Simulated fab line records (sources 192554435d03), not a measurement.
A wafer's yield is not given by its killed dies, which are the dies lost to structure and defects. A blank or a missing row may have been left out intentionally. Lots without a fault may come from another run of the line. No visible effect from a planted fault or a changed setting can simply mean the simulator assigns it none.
Chamber matching -- flow n5Finfet -- N5_HKMG_FIN_ALD_71 on aldMetal-03 has 4 sister chambers
The step deposits TiN, target thk 1 nm, pulse time 1 s, purge time 3 s. 8 wafers are shown with their chamber, then 10 later ones without.

WAFERS WITH THEIR CHAMBER
wafer,chamber,heaterPowerW (W),precursorPulseHeightRel
L079.6,3,702,1.029
L080.6,1,876,1.001
L083.1,1,894,1.006
L084.1,3,711,1.024
L084.3,0,835,1.042
L084.6,2,803,1.011
L089.3,2,824,1.017
L089.4,0,833,0.984

WAFERS WITHOUT THEIR CHAMBER
wafer,heaterPowerW (W),precursorPulseHeightRel
L089.6,848,0.988
L092.1,704,1.028
L092.4,826,1.025
L092.5,712,0.986
L093.1,709,0.941
L093.4,832,0.981
L093.5,840,0.986
L095.1,817,0.992
L095.3,899,1.011
L095.4,818,1.014

EACH ONE'S CHAMBER
wafer,from the rows above,in truth
L089.6,can't be placed: 0 or 2 or 1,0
L092.1,3,3
L092.4,can't be placed: 0 or 2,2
L092.5,3,3
L093.1,3,3
L093.4,can't be placed: 0 or 2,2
L093.5,can't be placed: 0 or 2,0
L095.1,can't be placed: 2 or 0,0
L095.3,1,1
L095.4,can't be placed: 2 or 0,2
Correctly placed: 4 of 10. Can't be placed from these rows: 6 (the true chamber is among the candidates in 6). Wrongly placed: 0.
How it was worked out, from the rows above alone: a wafer's distance from a chamber is the root of the sum, over the readings, of the square of ((its reading less the chamber's mean) divided by the reading's scatter). If the next closest chamber is less than 2 further off than the closest, the wafer can't be placed; otherwise it belongs to the closest. A chamber's mean is the mean of its shown wafers. The scatter: take each reading less its chamber's mean, square it, sum over the shown wafers, divide by the number of wafers less the number of chambers, and take the root.
